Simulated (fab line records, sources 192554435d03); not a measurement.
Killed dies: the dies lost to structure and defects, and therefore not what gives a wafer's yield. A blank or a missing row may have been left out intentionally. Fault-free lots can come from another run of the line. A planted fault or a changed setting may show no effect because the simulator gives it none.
Struck lot and sound lot, side by side || flow n5 finfet || 37 steps out of a route of 1938
Sound: the wafers L718.2, L718.4, L718.6. Struck: wafer L729.1. (L729.2 of the same lot was not struck and is left out.) The cause comes at the end.
For every step that has rows: the tool of each side, followed by ch and its chambers, followed by its first start. Under that, the readings that differ: sound wafers || struck wafers || difference of the means || sigmas: that difference in standard deviations of wafers without a fault.
alike: a reading whose means differ by less than 2 such deviations, as well as words and numbers matching on both sides. not compared: withheld readings; readings where some wafer has no value; bounds like >300 that might hide an equal value; numbers whose values overlap and for which the record gives no deviation.
The two part at a step that has a row with sigmas, a row that says differs or no value, or rows on one side only. Numbers that don't overlap but have no deviation are shown without sigmas and don't part them. A reading that every wafer of one side lacks parts them only if that side has two wafers or more.

first, 11 steps without rows for these wafers: N5_BEOL_M12_TRENCH_ETCH_34 (etches SiOC in C4F8/O2/Ar, target depth 318.95 nm, time 125.5 s); N5_BEOL_M12_STRIP_70 (strips in C4F8/O2/Ar); N5_BEOL_M12_STRIP_37 (strips in N2/H2); N5_BEOL_M12_ETCH_38 (etches SiCN in CF4/N2, target depth 68.7 nm, time 73.4 s); N5_BEOL_M12_PRECLEAN_39 (cleans in residue remover, time 60 s); N5_BEOL_M12_SRD_40 (time 30 s, dry time 30 s); N5_BEOL_M12_DEGAS_41 (time 60 s); N5_BEOL_M12_PRE_CLEAN_42 (time 30 s); N5_BEOL_M12_SPUTTER_43 (material TaN, target thk 15 nm, time 24.19 s); N5_BEOL_M12_SPUTTER_44 (material Ta, target thk 10 nm, time 16.13 s); N5_BEOL_M12_SPUTTER_45 (material Cu, target thk 80 nm, time 13.33 s).
N5_BEOL_M12_ECD_47: material Cu, target thk 720 nm.
  sound on ecd cu-02 ch 0,1, day 10 21:47; struck on ecd cu-02 ch 1, day 16 18:21
{"reading": "model.Cu_of_BEOL_M12_ECD_47.thk nm (nm)", "sound": "715.2 711.4 714.2", "struck": 221.4, "difference": -492.2, "sigmas": ""}
then, 1 step without rows for these wafers: N5_BEOL_M12_ANNEAL_48 (time 90 s).
N5_BEOL_M12_CMP_49: polishes, stops on SiOC, t overpolish 20.6 s, target thk 320 nm.
  sound on cmp-04 ch 1,2,3, day 10 22:19; struck on cmp-04 ch 2, day 16 18:53
{"reading": "model.Cu_of_BEOL_M12_ECD_47.thk nm (nm)", "sound": "327.2 320.8 325", "struck": 221.4, "difference": -102.9, "sigmas": ""}
  alike: edge zone pressure frac, motor current A, platen rpm
N5_BEOL_M12_THK_MEAS_50: measures by xrf.
  sound on film metro-01 at day 10 22:37; struck on film metro-01 at day 16 19:08
{"reading": "M12_THK (nm)", "sound": "328 322 325", "struck": 220, "difference": -105, "sigmas": -23}
then, 2 steps without rows for these wafers: N5_BEOL_M12_PRE_CLEAN_52 (time 15 s); N5_BEOL_M12_DEP_53 (deposits SiCN from 3MS/NH3, target thk 30 nm, time 10.5 s).
N5_BEOL_M12_RS_MEAS_54: measurement is done with a four-point probe.
  sound on film metro-02 at day 10 22:46; struck on film metro-02 at day 16 19:16
{"reading": "M12_RS (ohm/sq)", "sound": "0.0585 0.0599 0.0589", "struck": 0.0883, "difference": "+0.0292", "sigmas": "+34"}
then, 17 steps without rows for these wafers: N5_BEOL_M13_ILD_DEP_00 (deposits SiOC from DEMS/O2, target thk 837.92 nm, time 166.4 s); N5_BEOL_M13_COAT_58 (time 60 s, resist thk 89 nm); N5_BEOL_M13_COAT_04 (resist thk 400 nm); N5_BEOL_M13_EBR_06; N5_BEOL_M13_SOFTBAKE_05 (time 60 s); N5_BEOL_M13_EXPOSE_07 (exposes mask V12); N5_BEOL_M13_PEB_08 (peb time 90 s); N5_BEOL_M13_DEVELOP_09 (develop time 45 s); N5_BEOL_M13_HARDBAKE_14 (time 120 s); N5_BEOL_M13_DESCUM_15 (chemistry O2, time 7.9 s); N5_BEOL_M13_ETCH_59 (etches BARC in N2/H2, target depth 89 nm, overetch 26.7 nm, time 67.9 s); N5_BEOL_M13_VIA_ETCH_16 (etches SiOC in C4F8/O2/Ar, target depth 921.7 nm); N5_BEOL_M13_STRIP_63 (strips in N2/H2); N5_BEOL_M13_STRIP_64 (strips in N2/H2); N5_BEOL_M13_STRIP_71 (strips in post etch residue remover, time 60 s); N5_BEOL_M13_SRD_72 (time 30 s, dry time 30 s); N5_BEOL_M13_COAT_65 (time 60 s, resist thk 350 nm).
N5_BEOL_M15_RC_MEAS_101:
  sound on prober-02 ch 0, day 11 13:08; struck on prober-02 ch 0, day 17 19:29
{"reading": "COMB_M13 (S/m)", "sound": "3.3e-12 4.4e-12 3.7e-12", "struck": 5.8e-12, "difference": "+2.0e-12", "sigmas": "+2"}
{"reading": "COMB_M6 (S/m)", "sound": "4.3e-11 3.1e-11 2e-11", "struck": 1.8e-11, "difference": -1.3e-11, "sigmas": -2}
{"reading": "SERP_M12 (ohm/um)", "sound": "0.632 0.664 0.623", "struck": 0.946, "difference": "+0.306", "sigmas": "+18"}
{"reading": "SERP_M12_max_site (ohm/um)", "sound": "0.647 0.672 0.630", "struck": 0.956, "difference": "+0.306", "sigmas": "+16"}
{"reading": "SERP_M14 (ohm/um)", "sound": "0.172 0.160 0.169", "struck": 0.152, "difference": -0.015, "sigmas": -3}
{"reading": "SERP_M7 (ohm/um)", "sound": "13.2 13.8 12.8", "struck": 12.0, "difference": -1.3, "sigmas": -2}
  alike: COMB_M10, COMB_M11, COMB_M14, COMB_M15, COMB_M5, COMB_M7, COMB_M8, COMB_M9, SERP_M10, SERP_M11, SERP_M11_max_site, SERP_M13, SERP_M5, SERP_M6, SERP_M8, SERP_M8_max_site, SERP_M9
N5_PASSIVATION_PROBE_49:
  sound on prober-01 at day 12 02:04; struck on prober-02 at day 18 17:04
{"reading": "killed_at_M4_up", "sound": "5 10 6", "struck": 18, "difference": "+11", "sigmas": "+2"}
{"reading": "sort_bin_8_speed (%)", "sound": "0 0 0", "struck": 0.25, "difference": "+0.25", "sigmas": "+7"}
  alike: defect limited yield, killed_at_M0_to_M3, killed at contacts, killed at front end, killed at other, killed dies, killed open, killed short, sort_bin_5_function, sort_bin_6_memory, sort n pass

WHERE THEY PART
First at N5_BEOL_M12_THK_MEAS_50; last, within this record, at N5_PASSIVATION_PROBE_49.

WHY: the cause the simulator had injected
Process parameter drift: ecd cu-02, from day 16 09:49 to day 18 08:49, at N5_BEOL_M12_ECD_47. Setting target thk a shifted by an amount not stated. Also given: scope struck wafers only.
